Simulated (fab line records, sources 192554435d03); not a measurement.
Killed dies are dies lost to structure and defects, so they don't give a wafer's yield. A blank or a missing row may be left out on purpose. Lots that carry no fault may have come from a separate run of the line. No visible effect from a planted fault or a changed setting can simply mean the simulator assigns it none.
A lot that was struck, set against a sound lot	flow n5 finfet	23 out of 1938 route steps
Sound: these wafers, L246.4, L246.5, L246.6. Struck: wafers L259.2, L259.3, L259.6. The cause is named last.
Per side, at each step with rows, come the tool, then ch with its chambers, and then its first start. Under that, the readings that differ: sound wafers	struck wafers	difference of the means	sigmas: that difference in standard deviations of wafers without a fault.
alike: same words and numbers on both sides, and readings whose means sit less than 2 such deviations apart. not compared: any withheld reading, any reading some wafer has no value for, any bound like >300 that may hide the same value, and any number with overlapping values for which the record gives no deviation.
The two part at a step that has a row with sigmas, a row that says differs or no value, or rows on one side only. Numbers that have no deviation but don't overlap get no sigmas and don't part them. Lack of a reading on every wafer of one side parts them only where that side has two or more wafers.

first, 1 step without rows for these wafers: N5_STI_FIN_REVEAL_CMP_04 (polishes, stops on Si3N4, t overpolish 4 s, target thk 131.83 nm).
N5_STI_FIN_REVEAL_THK_MEAS_05:
  sound: film metro-01 at day 2 17:01; struck: film metro-02 at day 5 23:47
  alike: thk nm
N5_STI_FIN_REVEAL_DENSIFY_30:
  sound on rtp anneal-01 ch 0, day 2 17:07; struck on rtp anneal-02 ch 0, day 5 23:55
  alike: lamp power pct, lamp_zone_5_pct
  not compared: wafer_temp_C_max
N5_STI_FIN_REVEAL_ETCHBACK_08: etches SiO2 in C4F6/O2, target depth 30.5 nm, time 10.167 s.
  sound on rie diel-03 ch 0,1,3, day 2 17:16; struck on rie diel-02 ch 1,2, day 6 00:06
reading	sound	struck	difference	sigmas
throttle valve pct (%)	20.83 21.05 20.92	21.19 21.80 21.79	+0.66	+2
  alike: drypump motor current A, oes product au, rf vpp V, showerhead plenum p Torr
  not compared: rf hours counter h
N5_STI_FIN_REVEAL_STRIP_24: strips in N2/H2, time 90 s.
  sound on rie diel-03 ch 0,1,3, day 2 17:20; struck on rie diel-02 ch 1,2, day 6 00:08
  alike: drypump motor current A, oes product au, rf vpp V, showerhead plenum p Torr, throttle valve pct
  not compared: rf hours counter h
then, 7 steps without rows for these wafers: N5_STI_FIN_REVEAL_PRECLEAN_25 (cleans in SPM, time 90 s); N5_STI_FIN_REVEAL_PRECLEAN_26 (cleans in SC1, time 45 s); N5_STI_FIN_REVEAL_PRECLEAN_29 (cleans in DHF, time 30 s); N5_STI_FIN_REVEAL_SRD_12 (time 30 s); N5_STI_FIN_REVEAL_RECESS_09 (chemistry HF/NH3, target SiO2, afs cycles 11, target depth 42.5 nm, sublimation time 60 s); N5_STI_FIN_REVEAL_STRIP_16 (strips SiNx in H3PO4, target depth 23.8 nm); N5_STI_FIN_REVEAL_PRECLEAN_17 (cleans in NF3:NH3, afs cycles 1, time 20 s, sublimation time 60 s).
N5_STI_FIN_REVEAL_ETCH_34: etches Si in H2, material Si, target depth 0.97 nm.
  sound on rie si-03 ch 2,3, day 2 19:35; struck on rie si-04 ch 0,1, day 6 02:41
  no value came back on the struck wafers for any of 5 readings (bias w (W), chamber pressure mTorr (mTorr) and others); on the sound wafers bias w (W) reads 0 0 0
  not compared: rf hours counter h
N5_STI_FIN_REVEAL_OXIDATION_31: chemistry O2 PLASMA REMOTE, time 20 s.
  sound on plasma asher-02 ch 0,1, day 2 19:40; struck on plasma asher-01 ch 0,1, day 6 02:46
  alike: drypump motor current A, heater power w
  not compared: rf hours counter h
then, 3 steps without rows for these wafers: N5_STI_FIN_REVEAL_PRECLEAN_32 (cleans in NF3:NH3, afs cycles 1, time 20 s, sublimation time 60 s); N5_STI_FIN_REVEAL_STRIP_35 (strips Si3N4 in H3PO4, target depth 4 nm, time 39 s); N5_STI_FIN_REVEAL_SRD_21 (time 30 s).
N5_STI_FIN_REVEAL_OXIDATION_33: chemistry O2 PLASMA REMOTE, time 20 s.
  sound on plasma asher-02 ch 0,1, day 2 20:05; struck on plasma asher-01 ch 0, day 6 03:07
  alike: drypump motor current A, heater power w
  not compared: rf hours counter h
then, 2 steps without rows for these wafers: N5_STI_FIN_REVEAL_CLEAN_19 (cleans in O3/DIW, time 120 s); N5_STI_FIN_REVEAL_SRD_23 (time 30 s).
N5_STI_FIN_REVEAL_CD_MEAS_22: target cd 6.238 nm, pitch 28 nm.
  sound: cd sem-02 at day 2 20:16; struck: cd sem-01 at day 6 03:20
reading	sound	struck	difference	sigmas
cd nm (nm)	6.2 6.3 6.3	7.8 8.3 8.4	+1.9	+6
N5_STI_FIN_REVEAL_FIN_H_MEAS_10:
  sound: ocd-02 at day 2 20:17; struck: ocd-01 at day 6 03:22
  alike: trench depth nm
-- the record jumps here: 10 days lie between the struck wafers' starts before and after (it left off in module STI_FIN_REVEAL and takes up again in module PASSIVATION, whose first step shown is number 1936 of the route) --
N5_PASSIVATION_PROBE_49:
  only the struck wafers here have rows in the record (prober-01, day 15 18:20); the sound ones have none

WHERE THEY PART
First at N5_STI_FIN_REVEAL_ETCHBACK_08; last, within this record, at N5_PASSIVATION_PROBE_49.

WHY: the cause the simulator had injected
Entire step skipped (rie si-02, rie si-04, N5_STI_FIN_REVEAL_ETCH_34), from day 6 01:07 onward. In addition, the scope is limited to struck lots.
